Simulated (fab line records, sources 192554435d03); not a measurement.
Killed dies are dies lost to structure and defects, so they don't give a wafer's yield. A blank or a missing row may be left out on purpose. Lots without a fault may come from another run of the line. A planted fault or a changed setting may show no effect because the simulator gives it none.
Split-lot experiment | flow n5_finfet | 7 lots, 21 wafers read, on a route of 1938 steps

THE SPLIT
At N5_HKMG_FIN_DESCUM_53 (chemistry O2, time 7.9 s), the setting time_s was moved away from the recipe's 7.9 s on 6 of the 21 wafers read, by -22.0% to +11.9%. The other wafers ran this setting at the recipe's value.

The file shows no step between the split and the reading.

THE READING
CAR-ArF_of_HKMG_FIN_COAT_43.thk_nm (the simulator's own value, which no gauge read), in nm, at N5_HKMG_FIN_ETCH_54 (etches SiARC in CF4, target depth 45.5 nm, time 75.8 s). The file gives no usual value for it. The 15 wafers here that ran the recipe average 50.9 nm, standard deviation 0.26 nm.

wafer  | tool, chamber at the split | time_s as run, s | against the recipe | CAR-ArF_of_HKMG_FIN_COAT_43.thk_nm, nm | against lot-mates on the recipe
L074.2 | rie_diel-02, 0             | 7.9              | recipe             | 51.2                                   | -
L074.4 | rie_diel-02, 3             | 7.9              | recipe             | 51.2                                   | -
L074.6 | rie_diel-02, 2             | 8.698            | +10.1%             | 51                                     | -0.2
L078.1 | rie_diel-02, 0,1,2         | 7.9              | recipe             | 50.6                                   | -
L078.2 | rie_diel-02, 0,1,2         | 7.9              | recipe             | 50.6                                   | -
L078.3 | rie_diel-02, 0,1,2         | 7.9              | recipe             | 50.8                                   | -
L080.2 | rie_diel-03, 0             | 7.9              | recipe             | 51.4                                   | -
L080.3 | rie_diel-03, 2             | 8.841            | +11.9%             | 50.4                                   | -1.0
L080.6 | rie_diel-03, 0             | 8.841            | +11.9%             | 50.8                                   | -0.6
L089.1 | rie_diel-04, 1             | 6.161            | -22.0%             | 51.6                                   | +1.0
L089.4 | rie_diel-04, 3             | 7.9              | recipe             | 50.6                                   | -
L089.6 | rie_diel-04, 3             | 7.9              | recipe             | 50.6                                   | -
L093.3 | rie_diel-03, 2             | 7.9              | recipe             | 50.8                                   | -
L093.4 | rie_diel-03, 3             | 7.397            | -6.4%              | 51                                     | +0.1
L093.6 | rie_diel-03, 2             | 7.9              | recipe             | 51                                     | -
L094.1 | rie_diel-04, 1,2           | 7.9              | recipe             | 50.8                                   | -
L094.3 | rie_diel-04, 1,2           | 7.9              | recipe             | 51                                     | -
L094.4 | rie_diel-04, 3             | 8.833            | +11.8%             | 50.2                                   | -0.7
L095.1 | rie_diel-02, 3             | 7.9              | recipe             | 51.2                                   | -
L095.5 | rie_diel-02, 0             | 7.9              | recipe             | 51.2                                   | -
L095.4 | rie_diel-02, 1             | 7.9              | recipe             | 50.8                                   | -
Where a row lists several chambers, the file gives one row for several wafers and doesn't say which wafer went through which chamber.

THE FIT
A straight line over all 21 wafers: CAR-ArF_of_HKMG_FIN_COAT_43.thk_nm changes by -0.0293 nm for each +1% of time_s; r = -0.62; the points scatter about the line by 0.27 nm.
The same after taking each lot's own level away (the mean of its wafers on the recipe; 21 wafers): -0.0491 nm for each +1%; r = -0.91; scatter 0.16 nm.
On that fit, the largest move of time_s shifts the reading by 1.1 nm.
The lots' own levels span 50.60 to 51.40 nm, that is 3.1 times the standard deviation above.
So the lot-to-lot level blurs the effect unless lot-mates are compared.
Check: with one of the wafers moved furthest among these (-22.0%) left out of the fit, the line predicts +1.12 nm for it against its lot-mates. It came out at +1 nm against them.

OTHER SPLITS ON THESE WAFERS
These wafers also went through other splits before the reading. Each is held against what the fit with the lots' levels taken away leaves over:
other split on the same wafers | wafers away from the commonest value | r with CAR-ArF_of_HKMG_FIN_COAT_43.thk_nm (lot level and that fit taken away)
N5_SD_EPI_P_COAT_34 spin_rpm   | 6                                    | -0.27
N5_SDB_COAT_05 spin_rpm        | 6                                    | -0.03

THE WHOLE CHAIN: every reading that the file lists as answering this split, in the file's order
step                  | what it does                                           | reading                                                                             | change (the file's fit)                | r (the file's)
N5_HKMG_FIN_DESCUM_53 | chemistry O2, time 7.9 s                               | CAR-ArF_of_HKMG_FIN_COAT_43.thk_nm (the simulator's own value, which no gauge read) | -0.0463 nm for each +1% of the setting | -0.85
N5_HKMG_FIN_ETCH_54   | etches SiARC in CF4, target depth 45.5 nm, time 75.8 s | CAR-ArF_of_HKMG_FIN_COAT_43.thk_nm (the simulator's own value, which no gauge read) | -0.0467 nm for each +1% of the setting | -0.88

THE FILE'S OWN FIT
CAR-ArF_of_HKMG_FIN_COAT_43.thk_nm changes by -0.0467 nm for each +1% of time_s, r = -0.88.
